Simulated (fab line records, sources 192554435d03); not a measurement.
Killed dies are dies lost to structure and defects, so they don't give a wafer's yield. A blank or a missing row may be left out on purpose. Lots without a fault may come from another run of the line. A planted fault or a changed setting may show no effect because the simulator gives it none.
fab line records | flow n5_finfet | part 1 of 2: steps 1 to 17 of 28
record lots=5 wafers=15 last_day=16
route steps=1938 shown BEOL_M5@1151
lots that met no fault: from a run of the same line without faults
start_h: hours from the record's first day to the start of the lot's first wafer shown | wait_h: hours since the lot's step before | " the same as in the row above | L1.1+2: a row that stands for several wafers | - no value, or no start given | * or withheld: withheld | < > ~ a bound
route shown NAME@n: a module of which the file shows steps, and the number in the route of the first | usual: mean/standard deviation of fault-free wafers | same: alike in all rows | chamber/n: place in a boat | sites: the reading at each site | _std_site: their standard deviation | _edge_site: outer sites' mean less inner sites' | radius_mm: how far each site lies from the wafer's centre | mask NAME#n: copy n | behind: the tool/chamber that last shaped the wafer | hold: why the lot was held/for how many hours/how that ended | device: the transistor (n, p or np) that didn't switch | end of line: the same wafers' tests at the end of the route | a step without rows: its recipe alone | killed: dies lost to structure and defects at the first sort, not the wafer's yield | map: a wafer's dies, x killed, . not, _ none there
set.NAME: the setting as run; set.NAME@STEP: as run at that earlier step | model.NAME: the simulator's own value behind a step, which no gauge read
lots at some steps of the route; a table a step, a row a wafer
services: from which hour (start_h, from the record's first day; less than 0 if before it) a tool's chamber was out of use, for how many hours, and why
## steps
# step N5_BEOL_M5_DESCUM_33
# recipe chemistry=O2 time_s=7 source_power_w=50 bias_power_w=20 pressure_mtorr=20 rf_frequency_hz=2.712e+07 temp_c=40 resist=CAR-EUV o2_flow_sccm=225
# usual drypump_motor_current_A=5.7/0.48 oes_product_au=0.79/0.067 rf_vpp_V=243.2/1.3 showerhead_plenum_p_Torr=2.09/0.08 throttle_valve_pct=20.42/0.19
# columns lot.wafer tool chamber start_h wait_h drypump_motor_current_A oes_product_au rf_hours_counter_h rf_vpp_V showerhead_plenum_p_Torr throttle_valve_pct
L075.3 rie_diel-04 1 182.97 0.5 5.4 0.85 51 244.0 2.03 20.74
L075.4 " 0 " " 6.3 0.74 176 241.4 2.09 20.38
L075.6 " 3 " " 6.0 0.74 - 240.9 2.00 20.34
L079.2 rie_diel-05 1 214.53 0.0 5.3 0.86 65 243.6 2.21 20.22
L079.4 " 0 " " 6.3 0.86 58 242.6 2.04 20.67
L079.6 " 2 " " 5.4 0.85 - 246.2 2.21 20.36
L086.1 rie_diel-05 0 248.05 0.1 6.3 0.84 70 243.8 2.04 20.68
L086.2 " 2 " " 5.4 0.83 91 245.3 2.21 20.39
L086.6 " 1 " " 5.3 0.85 - 244.5 2.21 20.24
L088.1 rie_diel-04 1 265.67 0.2 5.4 0.82 76 243.2 2.03 20.78
L088.4 " 3 " " 6.0 0.72 183 241.5 1.99 20.37
L088.6 " 0 " " 6.3 0.72 - 242.9 2.08 20.41
L093.2 rie_diel-05 0 292.16 0.0 6.3 0.82 85 242.2 2.03 20.71
L093.3 " 3 " " 5.3 0.96 6 242.9 2.05 19.99
L093.5 " 2 " " 5.4 0.81 - 244.8 2.20 20.42
# step N5_BEOL_M5_ETCH_75
# recipe chemistry=N2/H2 target=underlayer target_depth_a=65 mask_material=CAR-EUV time_s=5.2 ion_energy_ev=200 pressure_mtorr=30 source_w=840 bias_w=150 n2_flow_sccm=200 h2_flow_sccm=200 ends=cleared
# usual drypump_motor_current_A=5.7/0.48 etch_rf_on_time_s=5.18/0.1 oes_product_au=0.67/0.059 rf_vpp_V=523.8/3 showerhead_plenum_p_Torr=2.54/0.098 throttle_valve_pct=17.88/0.2
# columns lot.wafer tool chamber start_h wait_h drypump_motor_current_A etch_rf_on_time_s oes_product_au rf_hours_counter_h rf_vpp_V showerhead_plenum_p_Torr throttle_valve_pct
L075.3 rie_diel-04 1 183.00 0.0 5.4 5.10 0.73 51 522.3 2.47 18.21
L075.4 " 0 " " 6.3 5.32 0.63 176 523.7 2.53 17.71
L075.6 " 3 " " 6.0 5.15 0.64 - 519.8 2.43 17.86
L079.2 rie_diel-05 1 214.56 0.0 5.3 5.06 0.73 65 525.8 2.69 17.63
L079.4 " 0 " " 6.3 5.09 0.73 58 520.6 2.48 18.14
L079.6 " 2 " " 5.4 5.14 0.72 - 527.9 2.68 17.89
L086.1 rie_diel-05 0 248.09 0.0 6.3 5.09 0.72 70 519.6 2.47 18.20
L086.2 " 2 " " 5.4 5.18 0.71 91 525.3 2.68 17.87
L086.6 " 1 " " 5.3 5.02 0.73 - 526.0 2.68 17.67
L088.1 rie_diel-04 1 265.70 0.0 5.4 5.12 0.70 76 526.3 2.46 18.24
L088.4 " 3 " " 6.0 5.22 0.61 183 519.7 2.42 17.87
L088.6 " 0 " " 6.2 5.48 0.60 - 524.7 2.52 17.79
L093.2 rie_diel-05 0 292.19 0.0 6.3 5.14 0.70 85 521.1 2.47 18.19
L093.3 " 3 " " 5.4 5.29 0.81 6 519.5 2.50 17.42
L093.5 " 2 " " 5.4 5.14 0.70 - 526.8 2.67 17.91
# step N5_BEOL_M5_ETCH_67
# recipe chemistry=CF4 target=SiARC target_depth_a=156 mask_material=CAR-EUV time_s=26 ion_energy_ev=80 pressure_mtorr=40 source_w=545 bias_w=36 Ar_flow_sccm=100 cf4_flow_sccm=100 ends=cleared
# usual drypump_motor_current_A=5.7/0.48 etch_rf_on_time_s=25.9/0.52 oes_product_au=0.67/0.059 rf_vpp_V=184.2/1.2 showerhead_plenum_p_Torr=2.14/0.076 throttle_valve_pct=15.61/0.17
# columns lot.wafer tool chamber start_h wait_h drypump_motor_current_A etch_rf_on_time_s oes_product_au rf_hours_counter_h rf_vpp_V showerhead_plenum_p_Torr throttle_valve_pct
L075.3 rie_diel-04 1 183.02 0.0 5.4 25.2 0.73 51 184.3 2.09 15.86
L075.4 " 0 " " 6.3 26.6 0.62 176 184.1 2.13 15.54
L075.6 " 3 " " 6.0 25.5 0.64 - 183.8 2.06 15.61
L079.2 rie_diel-05 1 214.58 0.0 5.3 25.0 0.75 65 185.0 2.26 15.38
L079.4 " 0 " " 6.3 25.1 0.73 58 182.9 2.09 15.74
L079.6 " 2 " " 5.4 25.8 0.72 - 185.9 2.24 15.46
L086.1 rie_diel-05 0 248.11 0.0 6.3 25.9 0.71 70 183.1 2.08 15.79
L086.2 " 2 " " 5.4 26.1 0.71 91 186.4 2.24 15.48
L086.6 " 1 " " 5.3 25.6 0.73 - 186.4 2.25 15.39
L088.1 rie_diel-04 1 265.72 0.0 5.4 25.5 0.70 76 182.9 2.08 15.90
L088.4 " 3 " " 6.0 25.5 0.63 183 184.1 2.05 15.63
L088.6 " 0 " " 6.3 26.8 0.61 - 184.4 2.12 15.61
L093.2 rie_diel-05 0 292.21 0.0 6.3 25.4 0.70 85 183.5 2.08 15.82
L093.3 " 3 " " 5.3 26.3 0.82 6 185.1 2.11 15.17
L093.5 " 2 " " 5.4 25.9 0.70 - 186.6 2.24 15.52
# step N5_BEOL_M5_ETCH_68
# recipe chemistry=N2/H2 target=SOC target_depth_a=800 overetch_a=160 mask_material=SiARC temp_c=40 time_s=120 ion_energy_ev=200 pressure_mtorr=30 source_w=840 bias_w=150 n2_flow_sccm=200 h2_flow_sccm=200
# usual drypump_motor_current_A=5.7/0.48 oes_product_au=0.60/0.049 rf_vpp_V=524.0/2.8 showerhead_plenum_p_Torr=2.54/0.098 throttle_valve_pct=17.84/0.2
# columns lot.wafer tool chamber start_h wait_h drypump_motor_current_A oes_product_au rf_hours_counter_h rf_vpp_V showerhead_plenum_p_Torr throttle_valve_pct
L075.3 rie_diel-04 1 183.05 0.0 5.4 0.64 51 522.8 2.47 18.18
L075.4 " 0 " " 6.2 0.57 176 524.5 2.53 17.70
L075.6 " 3 " " 6.0 0.57 - 520.2 2.43 17.80
L079.2 rie_diel-05 1 214.61 0.0 5.4 0.65 65 526.7 2.69 17.61
L079.4 " 0 " " 6.3 0.64 58 523.4 2.48 18.11
L079.6 " 2 " " 5.4 0.64 - 526.1 2.68 17.85
L086.1 rie_diel-05 0 248.13 0.0 6.3 0.64 71 521.3 2.48 18.11
L086.2 " 2 " " 5.4 0.63 91 527.6 2.68 17.86
L086.6 " 1 " " 5.3 0.64 - 527.2 2.68 17.64
L088.1 rie_diel-04 1 265.75 0.0 5.5 0.62 76 521.5 2.46 18.20
L088.4 " 3 " " 6.0 0.55 183 521.6 2.42 17.82
L088.6 " 0 " " 6.3 0.56 - 521.7 2.52 17.73
L093.2 rie_diel-05 0 292.24 0.0 6.4 0.63 85 522.2 2.47 18.17
L093.3 " 3 " " 5.3 0.74 6 522.4 2.50 17.36
L093.5 " 2 " " 5.4 0.62 - 527.8 2.67 17.90
# step N5_BEOL_M5_STRIP_69
# recipe chemistry=N2/H2 temp_c=40 n2_flow_sccm=200 h2_flow_sccm=200 rf_frequency_hz=6e+07
# columns lot.wafer tool chamber start_h wait_h
L075.3+4+6 rie_diel-04 1,0,3 183.13 0.0
L079.2+4+6 rie_diel-05 1,0,2 214.69 0.0
L086.1+2+6 rie_diel-05 0,2,1 248.21 0.0
L088.1+4+6 rie_diel-04 1,3,0 265.83 0.0
L093.2+3+5 rie_diel-05 0,3,2 292.32 0.0
# step N5_BEOL_M5_STRIP_76
# recipe chemistry=N2/H2 temp_c=40 n2_flow_sccm=200 h2_flow_sccm=200 rf_frequency_hz=6e+07
# columns lot.wafer tool chamber start_h wait_h
L075.3+4+6 rie_diel-04 1,0,3 183.14 0.0
L079.2+4+6 rie_diel-05 1,0,2 214.70 0.0
L086.1+2+6 rie_diel-05 0,2,1 248.22 0.0
L088.1+4+6 rie_diel-04 1,3,0 265.84 0.0
L093.2+3+5 rie_diel-05 0,3,2 292.33 0.0
# step N5_BEOL_M5_VIA_ETCH_34
# recipe chemistry=C4F6/O2 target=SiCOH_lowk target_depth_a=883 mask_material=SOC taper_deg=4 time_s=39.2 ion_energy_ev=250 pressure_mtorr=30 source_w=345 bias_w=185 Ar_flow_sccm=300 C4F6_flow_sccm=10 O2_flow_sccm=10
# usual O2_flow_sccm=10.000/0.028 drypump_motor_current_A=5.7/0.48 oes_product_au=0.79/0.069 rf_vpp_V=660/7.2 showerhead_plenum_p_Torr=2.85/0.1 throttle_valve_pct=20.87/0.2
# columns lot.wafer tool chamber start_h wait_h O2_flow_sccm drypump_motor_current_A oes_product_au rf_hours_counter_h rf_vpp_V showerhead_plenum_p_Torr throttle_valve_pct
L075.3 rie_diel-04 1 183.15 0.0 9.988 5.3 0.85 51 650 2.78 21.24
L075.4 " 0 " " 10.059 6.3 0.74 176 663 2.83 20.77
L075.6 " 3 " " 10.052 6.0 0.74 - 649 2.72 20.77
L079.2 rie_diel-05 1 214.71 0.0 9.970 5.3 0.88 65 661 3.00 20.68
L079.4 " 0 " " 9.999 6.3 0.86 58 667 2.78 21.14
L079.6 " 2 " " 9.991 5.4 0.86 - 670 2.98 20.75
L086.1 rie_diel-05 0 248.23 0.0 10.021 6.3 0.85 71 666 2.77 21.15
L086.2 " 2 " " 10.008 5.4 0.83 91 670 2.98 20.76
L086.6 " 1 " " 9.980 5.4 0.85 - 662 3.00 20.69
L088.1 rie_diel-04 1 265.85 0.0 9.944 5.4 0.82 76 648 2.77 21.28
L088.4 " 3 " " 10.053 6.0 0.73 183 652 2.71 20.81
L088.6 " 0 " " 10.032 6.3 0.71 - 661 2.82 20.79
L093.2 rie_diel-05 0 292.34 0.0 10.009 6.3 0.82 86 667 2.77 21.15
L093.3 " 3 " " 10.017 5.3 0.97 6 660 2.81 20.50
L093.5 " 2 " " 10.008 5.5 0.82 - 669 2.97 20.80
# step N5_BEOL_M5_STRIP_85
# recipe chemistry=C4F6/O2 resist=SiARC rf_frequency_hz=6e+07
# columns lot.wafer tool chamber start_h wait_h
L075.3+4+6 rie_diel-04 1,0,3 183.18 0.0
L079.2+4+6 rie_diel-05 1,0,2 214.74 0.0
L086.1+2+6 rie_diel-05 0,2,1 248.27 0.0
L088.1+4+6 rie_diel-04 1,3,0 265.88 0.0
L093.2+3+5 rie_diel-05 0,3,2 292.37 0.0
# step N5_BEOL_M5_STRIP_36
# recipe chemistry=N2/H2 power_w=450 temp_c=40 pressure_mtorr=20 rf_frequency_hz=6e+07 overash_fraction=0.3 bias_power_w=7 h2_frac=0.5 n2_flow_sccm=200 h2_flow_sccm=200
# usual drypump_motor_current_A=5.7/0.48 oes_product_au=0.79/0.068 rf_vpp_V=59.5/1.4 showerhead_plenum_p_Torr=2.54/0.098 throttle_valve_pct=23.68/0.3
# columns lot.wafer tool chamber start_h wait_h drypump_motor_current_A oes_product_au rf_hours_counter_h rf_vpp_V showerhead_plenum_p_Torr throttle_valve_pct
L075.3 rie_diel-04 1 183.19 0.0 5.4 0.86 51 60.4 2.47 24.16
L075.4 " 0 " " 6.3 0.75 176 59.5 2.53 23.38
L075.6 " 3 " " 6.0 0.73 - 60.0 2.43 23.64
L079.2 rie_diel-05 1 214.75 0.0 5.3 0.86 65 59.7 2.69 23.44
L079.4 " 0 " " 6.4 0.85 58 59.2 2.48 24.09
L079.6 " 2 " " 5.4 0.85 - 61.1 2.68 23.82
L086.1 rie_diel-05 0 248.28 0.0 6.4 0.83 71 63.1 2.47 24.11
L086.2 " 2 " " 5.4 0.83 91 60.5 2.67 23.86
L086.6 " 1 " " 5.3 0.84 - 59.0 2.68 23.45
L088.1 rie_diel-04 1 265.89 0.0 5.4 0.81 76 59.7 2.46 24.19
L088.4 " 3 " " 6.0 0.71 183 57.3 2.42 23.69
L088.6 " 0 " " 6.2 0.72 - 57.0 2.52 23.42
L093.2 rie_diel-05 0 292.38 0.0 6.4 0.82 86 58.1 2.46 24.14
L093.3 " 3 " " 5.3 0.96 6 58.5 2.49 23.18
L093.5 " 2 " " 5.5 0.82 - 59.5 2.67 23.91
# step N5_BEOL_M5_TRENCH_ETCH_37
# recipe chemistry=C4F6/O2 target_depth_a=716.52 target=SiCOH_lowk time_s=24.7 ion_energy_ev=250 pressure_mtorr=30 source_w=345 bias_w=185 Ar_flow_sccm=300 C4F6_flow_sccm=10 O2_flow_sccm=10
# usual O2_flow_sccm=10.001/0.029 drypump_motor_current_A=5.7/0.48 oes_product_au=0.78/0.068 rf_vpp_V=660/7.2 showerhead_plenum_p_Torr=2.85/0.1 throttle_valve_pct=20.91/0.2
# columns lot.wafer tool chamber start_h wait_h O2_flow_sccm drypump_motor_current_A oes_product_au rf_hours_counter_h rf_vpp_V showerhead_plenum_p_Torr throttle_valve_pct
L075.3 rie_diel-04 1 - - 10.006 5.4 0.85 51 649 2.78 21.27
L075.4 " 0 " " 10.012 6.2 0.73 176 663 2.83 20.79
L075.6 " 3 " " 9.970 6.0 0.74 - 649 2.72 20.81
L079.2 rie_diel-05 1 - - 9.970 5.3 0.86 65 661 3.00 20.70
L079.4 " 0 " " 10.010 6.3 0.85 58 666 2.78 21.16
L079.6 " 2 " " 10.042 5.4 0.84 - 670 2.98 20.77
L086.1 rie_diel-05 0 - - 9.972 6.3 0.85 71 667 2.77 21.19
L086.2 " 2 " " 10.036 5.4 0.83 91 669 2.98 20.80
L086.6 " 1 " " 10.000 5.3 0.84 - 660 3.00 20.73
L088.1 rie_diel-04 1 - - 9.962 5.4 0.82 76 649 2.77 21.32
L088.4 " 3 " " 9.959 6.0 0.72 183 648 2.71 20.86
L088.6 " 0 " " 10.024 6.2 0.72 - 664 2.82 20.81
L093.2 rie_diel-05 0 - - 9.969 6.3 0.81 86 668 2.77 21.21
L093.3 " 3 " " 10.044 5.3 0.95 6 659 2.81 20.54
L093.5 " 2 " " 9.945 5.4 0.81 - 670 2.97 20.84
# step N5_BEOL_M5_ETCH_41
# recipe chemistry=CH3F/O2 target=SiCN target_depth_a=315 taper_deg=2 time_s=56.7 ion_energy_ev=120 mask_material=TiN pressure_mtorr=30 source_w=395 bias_w=75 Ar_flow_sccm=150 CH3F_flow_sccm=30 O2_flow_sccm=20
# usual O2_flow_sccm=20.00/0.064 drypump_motor_current_A=5.7/0.48 oes_product_au=0.79/0.069 rf_vpp_V=297.4/1.7 showerhead_plenum_p_Torr=2.00/0.075 throttle_valve_pct=16.31/0.17
# columns lot.wafer tool chamber start_h wait_h O2_flow_sccm drypump_motor_current_A oes_product_au rf_hours_counter_h rf_vpp_V showerhead_plenum_p_Torr throttle_valve_pct
L075.3 rie_diel-04 1 - - 20.01 5.4 0.85 51 296.2 1.95 16.60
L075.4 " 0 " " 19.94 6.3 0.73 176 300.7 1.99 16.24
L075.6 " 3 " " 20.08 6.0 0.74 - 296.5 1.91 16.25
L079.2 rie_diel-05 1 - - 20.03 5.3 0.87 65 300.4 2.11 16.10
L079.4 " 0 " " 20.02 6.3 0.85 58 295.5 1.95 16.49
L079.6 " 2 " " 20.02 5.4 0.85 - 299.6 2.10 16.18
L086.1 rie_diel-05 0 - - 19.97 6.3 0.84 71 296.5 1.95 16.53
L086.2 " 2 " " 19.96 5.4 0.83 91 297.9 2.10 16.21
L086.6 " 1 " " 20.00 5.3 0.85 - 299.8 2.11 16.10
L088.1 rie_diel-04 1 - - 20.16 5.4 0.81 76 295.2 1.94 16.62
L088.4 " 3 " " 20.07 6.0 0.73 183 294.8 1.90 16.32
L088.6 " 0 " " 20.09 6.3 0.72 - 297.6 1.98 16.31
L093.2 rie_diel-05 0 - - 19.99 6.3 0.82 86 296.3 1.94 16.54
L093.3 " 3 " " 20.01 5.3 0.96 6 295.9 1.97 15.91
L093.5 " 2 " " 19.94 5.4 0.82 - 298.8 2.09 16.22
# step N5_BEOL_M5_STRIP_91
# recipe chemistry=N2/H2 time_s=10 power_w=450 temp_c=40 pressure_mtorr=20 rf_frequency_hz=6e+07 bias_power_w=7 n2_flow_sccm=200 h2_flow_sccm=200
# usual drypump_motor_current_A=5.7/0.48 oes_product_au=0.79/0.067 rf_vpp_V=59.1/0.92 showerhead_plenum_p_Torr=2.54/0.098 throttle_valve_pct=23.69/0.3
# columns lot.wafer tool chamber start_h wait_h drypump_motor_current_A oes_product_au rf_hours_counter_h rf_vpp_V showerhead_plenum_p_Torr throttle_valve_pct
L075.3 rie_diel-04 1 - - 5.3 0.87 51 57.5 2.47 24.18
L075.4 " 0 " " 6.3 0.74 176 58.8 2.53 23.39
L075.6 " 3 " " 6.0 0.74 - 58.4 2.43 23.63
L079.2 rie_diel-05 1 - - 5.3 0.86 65 59.6 2.69 23.45
L079.4 " 0 " " 6.4 0.86 58 58.6 2.48 24.07
L079.6 " 2 " " 5.4 0.85 - 59.4 2.68 23.87
L086.1 rie_diel-05 0 - - 6.4 0.84 71 58.8 2.47 24.09
L086.2 " 2 " " 5.5 0.84 91 60.1 2.67 23.88
L086.6 " 1 " " 5.3 0.84 - 59.5 2.68 23.47
L088.1 rie_diel-04 1 - - 5.4 0.82 76 59.5 2.46 24.22
L088.4 " 3 " " 6.0 0.73 183 59.7 2.42 23.67
L088.6 " 0 " " 6.3 0.73 - 59.7 2.52 23.42
L093.2 rie_diel-05 0 - - 6.3 0.83 86 58.8 2.46 24.11
L093.3 " 3 " " 5.4 0.97 6 59.4 2.49 23.20
L093.5 " 2 " " 5.5 0.82 - 58.9 2.67 23.90
# step N5_BEOL_M5_OCD_MEAS_38
# usual trench_depth_nm=71.7/1.1
# columns lot.wafer tool chamber start_h wait_h trench_depth_nm
L075.3 ocd-02 - 183.39 - 72.8
L075.4 " - " " 70.2
L075.6 " - " " 72.2
L079.2 ocd-01 - 214.95 - 73.3
L079.4 " - " " 73.0
L079.6 " - " " 70.4
L086.1 ocd-01 - 248.47 - 73.2
L086.2 " - " " 71.4
L086.6 " - " " 72.8
L088.1 ocd-01 - 266.08 - 72.0
L088.4 " - " " 71.0
L088.6 " - " " 70.0
L093.2 ocd-01 - 292.58 - 72.7
L093.3 " - " " 70.9
L093.5 " - " " 71.0
# step N5_BEOL_M5_HM_STRIP_39
# recipe chemistry=peroxide_tin_strip material=TiN target_depth_a=250 temp_c=50 time_s=158
# columns lot.wafer tool chamber start_h wait_h
L075.3+4+6 wet_bench-02 0,4,7 183.42 0.0
L079.2+4+6 wet_bench-02 4,3,7 214.98 0.0
L086.1+2+6 wet_bench-05 1,3,2 248.51 0.0
L088.1+4+6 wet_bench-03 3,6,2 266.12 0.0
L093.2+3+5 wet_bench-05 7,1,6 292.62 0.0
# step N5_BEOL_M5_SRD_40
# recipe time_s=30 temp_c=23 rinse_liquid=diw dry=ipa_marangoni
# columns lot.wafer tool chamber start_h wait_h
L075.3+4+6 wet_bench-02 0,4,7 183.46 0.0
L079.2+4+6 wet_bench-02 4,3,7 215.03 0.0
L086.1+2+6 wet_bench-05 1,3,2 248.55 0.0
L088.1+4+6 wet_bench-03 3,6,2 266.16 0.0
L093.2+3+5 wet_bench-05 7,1,6 292.66 0.0
# step N5_BEOL_M5_PRECLEAN_42
# recipe chemistry=residue_remover time_s=60 temp_c=40
# columns lot.wafer tool chamber start_h wait_h
L075.3+4+6 wet_bench-02 0,4,7 183.48 0.0
L079.2+4+6 wet_bench-02 4,3,7 215.04 0.0
L086.1+2+6 wet_bench-05 1,3,2 248.57 0.0
L088.1+4+6 wet_bench-03 3,6,2 266.18 0.0
L093.2+3+5 wet_bench-05 7,1,6 292.68 0.0
# step N5_BEOL_M5_SRD_43
# recipe time_s=30 temp_c=23 rinse_liquid=diw dry=ipa_marangoni
# columns lot.wafer tool chamber start_h wait_h
L075.3+4+6 wet_bench-02 0,4,7 183.50 0.0
L079.2+4+6 wet_bench-02 4,3,7 215.06 0.0
L086.1+2+6 wet_bench-05 1,3,2 248.59 0.0
L088.1+4+6 wet_bench-03 3,6,2 266.20 0.0
L093.2+3+5 wet_bench-05 7,1,6 292.70 0.0
